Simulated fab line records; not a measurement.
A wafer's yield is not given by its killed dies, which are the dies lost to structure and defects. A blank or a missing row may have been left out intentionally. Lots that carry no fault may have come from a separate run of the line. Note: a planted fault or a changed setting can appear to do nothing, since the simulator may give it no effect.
Chamber matching + flow n5 finfet + N5_DUMMY_GATE_ETCH_29 on rie diel-02 has 4 sister chambers
The step etches underlayer in N2/H2, target depth 13 nm. 27 wafers are shown with their chamber, then 12 later ones without.

== EACH WAFER AND ITS CHAMBER ==
| wafer  | chamber | drypump motor current A (A) | showerhead plenum p Torr (Torr) | throttle valve pct (%) |
|--------|---------|-----------------------------|---------------------------------|------------------------|
| L074.2 | 2       | 6.1                         | 2.49                            | 17.81                  |
| L074.5 | 1       | 5.6                         | 2.45                            | 18.11                  |
| L074.6 | 3       | 5.9                         | 2.45                            | 17.86                  |
| L075.2 | 1       | 5.6                         | 2.45                            | 18.10                  |
| L075.3 | 3       | 5.9                         | 2.45                            | 17.87                  |
| L075.4 | 0       | 4.8                         | 2.62                            | 18.17                  |
| L077.1 | 2       | 6.0                         | 2.49                            | 17.83                  |
| L077.2 | 1       | 5.6                         | 2.45                            | 18.11                  |
| L077.5 | 0       | 4.8                         | 2.61                            | 18.19                  |
| L078.1 | 0       | 4.8                         | 2.61                            | 18.20                  |
| L078.3 | 1       | 5.6                         | 2.45                            | 18.10                  |
| L078.5 | 2       | 6.1                         | 2.49                            | 17.82                  |
| L081.1 | 1       | 5.6                         | 2.44                            | 18.12                  |
| L081.3 | 3       | 5.9                         | 2.44                            | 17.90                  |
| L081.6 | 2       | 6.0                         | 2.49                            | 17.84                  |
| L082.1 | 2       | 6.1                         | 2.48                            | 17.85                  |
| L082.3 | 1       | 5.6                         | 2.44                            | 18.12                  |
| L082.4 | 2       | 6.0                         | 2.48                            | 17.83                  |
| L083.1 | 2       | 6.1                         | 2.48                            | 17.84                  |
| L083.4 | 0       | 4.8                         | 2.61                            | 18.19                  |
| L083.6 | 3       | 5.9                         | 2.44                            | 17.90                  |
| L085.2 | 3       | 5.9                         | 2.44                            | 17.92                  |
| L085.3 | 2       | 6.1                         | 2.48                            | 17.85                  |
| L085.6 | 2       | 6.1                         | 2.48                            | 17.84                  |
| L086.1 | 1       | 5.6                         | 2.44                            | 18.12                  |
| L086.4 | 3       | 5.9                         | 2.44                            | 17.93                  |
| L086.6 | 3       | 5.9                         | 2.44                            | 17.92                  |

SIGNATURES, as means of the wafers listed above
| reading                  | chamber 0 | chamber 1 | chamber 2 | chamber 3 | scatter within a chamber |
|--------------------------|-----------|-----------|-----------|-----------|--------------------------|
| drypump motor current A  | 4.800     | 5.600     | 6.067     | 5.900     | 0.0295                   |
| showerhead plenum p Torr | 2.6125    | 2.4457    | 2.4844    | 2.4429    | 0.00516                  |
| throttle valve pct       | 18.1875   | 18.1114   | 17.8344   | 17.9000   | 0.0169                   |
Rule: for each reading, subtract the chamber's mean from the wafer's reading, divide by that reading's scatter and square the result; add these up over the readings and take the root, which gives the wafer's distance from the chamber. The wafer belongs to the nearest chamber; if the next one is less than 2 further off, it can't be placed. How the scatter is found: for the shown wafers, subtract from each reading the mean of its chamber, square and add these, divide the total by (wafers less chambers), then take the root.

== WAFERS WITHOUT THEIR CHAMBER ==
| wafer  | drypump motor current A (A) | showerhead plenum p Torr (Torr) | throttle valve pct (%) |
|--------|-----------------------------|---------------------------------|------------------------|
| L088.2 | 5.6                         | 2.44                            | 18.13                  |
| L088.4 | 4.8                         | 2.61                            | 18.22                  |
| L088.5 | 4.8                         | 2.61                            | 18.22                  |
| L092.1 | 5.6                         | 2.44                            | 18.15                  |
| L092.2 | 4.8                         | 2.60                            | 18.22                  |
| L092.5 | 4.8                         | 2.60                            | 18.24                  |
| L093.1 | 5.6                         | 2.44                            | 18.15                  |
| L093.3 | 6.1                         | 2.48                            | 17.87                  |
| L093.5 | 5.6                         | 2.44                            | 18.14                  |
| L094.1 | 5.9                         | 2.43                            | 17.95                  |
| L094.4 | 5.6                         | 2.43                            | 18.17                  |
| L094.5 | 6.1                         | 2.47                            | 17.88                  |

== WHICH CHAMBER EACH ONE RAN IN ==
| wafer  | from the rows above | in truth |
|--------|---------------------|----------|
| L088.2 | 1                   | 1        |
| L088.4 | 0                   | 0        |
| L088.5 | 0                   | 0        |
| L092.1 | 1                   | 1        |
| L092.2 | 0                   | 0        |
| L092.5 | 0                   | 0        |
| L093.1 | 1                   | 1        |
| L093.3 | 2                   | 2        |
| L093.5 | 1                   | 1        |
| L094.1 | 3                   | 3        |
| L094.4 | 1                   | 1        |
| L094.5 | 2                   | 2        |
12 of 12 placed correctly. Can't be placed from these rows: 0. 0 placed wrongly.
